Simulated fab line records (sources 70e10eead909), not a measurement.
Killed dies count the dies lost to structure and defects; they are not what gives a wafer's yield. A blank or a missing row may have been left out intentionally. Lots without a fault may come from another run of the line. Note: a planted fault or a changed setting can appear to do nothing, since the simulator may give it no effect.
A lot that was struck, set against a sound lot    flow nand-harc    14 out of 1159 route steps
Sound: the wafers L773.1, L773.2, L773.5. Wafers L776.1, L776.3, L776.5 were the ones struck. The cause comes at the end.
For every step that has rows: the tool of each side, followed by ch and its chambers, followed by its first start. Under that, the readings that differ: sound wafers    struck wafers    difference of the means    sigmas: that difference in standard deviations of wafers without a fault.
alike: readings with means less than 2 such deviations apart, plus words and numbers identical on both sides. not compared: withheld readings, readings lacking a value on some wafer, bounds such as >300 that could conceal the same value, and numbers that have no deviation in the record and whose values overlap.
The two part at a step that has a row with sigmas, a row that says differs or no value, or rows on one side only. When numbers do not overlap yet have no deviation, they are printed without sigmas and do not part them. A reading that every wafer of one side lacks parts them only if that side has two wafers or more.

first, 2 steps without rows for these wafers: NHARC_A_SOURCE_PLATE_SRD_01; NHARC_A_SOURCE_PLATE_OXIDE_02 (material SiO2, target thk 10 nm, ox time 1362 s).
NHARC_A_SOURCE_PLATE_THK_MEAS_09: measures by ellipsometry.
  struck on film-metro-02, day 8 10:05; sound on film-metro-02, day 7 14:52
  alike: thk-nm
then, 3 steps without rows for these wafers: NHARC_A_SOURCE_PLATE_PVD_04 (deposits WSi2, target thk 50 nm); NHARC_A_SOURCE_PLATE_CVD_03 (deposits poly-Si, target thk 200 nm, time 4000 s); NHARC_A_SOURCE_PLATE_ANNEAL_05 (time 1800 s).
NHARC_A_SOURCE_PLATE_THK_MEAS_06: measures by ellipsometry.
  struck on film-metro-01, day 8 23:14; sound on film-metro-01, day 8 04:02
  alike: thk-nm
NHARC_A_SOURCE_PLATE_INSPECT_08:
  struck on defect-inspect-02, day 8 23:17; sound on defect-inspect-02, day 8 04:07
  alike: raw-defect-count
then, 1 step without rows for these wafers: NHARC_A_ONON_D1_DEP_00 (target thk 1000 nm).
NHARC_A_ONON_D1_THK_MEAS_02: measures by ellipsometry.
  struck on film-metro-02, day 8 23:52; sound on film-metro-01, day 8 04:41
  alike: thk-nm
NHARC_A_ONON_D1_DEP_03: target thk 1000 nm.
  sound on pecvd-onon-04 ch 0, day 8 04:45; struck on pecvd-onon-01 ch 0, day 8 23:55
  alike: nh3-flow-sccm
NHARC_A_ONON_D1_THK_MEAS_05: measures by ellipsometry.
  struck on film-metro-02, day 9 00:26; sound on film-metro-01, day 8 05:16
reading      sound          struck          difference  sigmas
thk-nm (nm)  998 1002 1000  1097 1098 1098  +98         +8
then, 1 step without rows for these wafers: NHARC_A_ONON_D1_DEP_06 (target thk 1000 nm).
-- record jumps: 12 days between struck wafers' starts before vs after; left off in module A_ONON_D1, resumes in module END, first step shown is number 1159 of the route --
NHARC_END_SORT_01:
  sound on prober-01 ch 0, day 20 03:41; struck on prober-01 ch 0, day 21 11:38
reading          sound     struck       difference  sigmas
killed-at-array  13 14 11  672 674 673  +660        +66
killed-dies      18 15 14  677 677 677  +661        +66
  alike: killed-at-other, killed-at-periphery, killed-open, killed-short

WHERE THEY PART
Earliest at NHARC_A_ONON_D1_THK_MEAS_05; latest, in this record, at NHARC_END_SORT_01.

WHY: the cause the simulator had injected
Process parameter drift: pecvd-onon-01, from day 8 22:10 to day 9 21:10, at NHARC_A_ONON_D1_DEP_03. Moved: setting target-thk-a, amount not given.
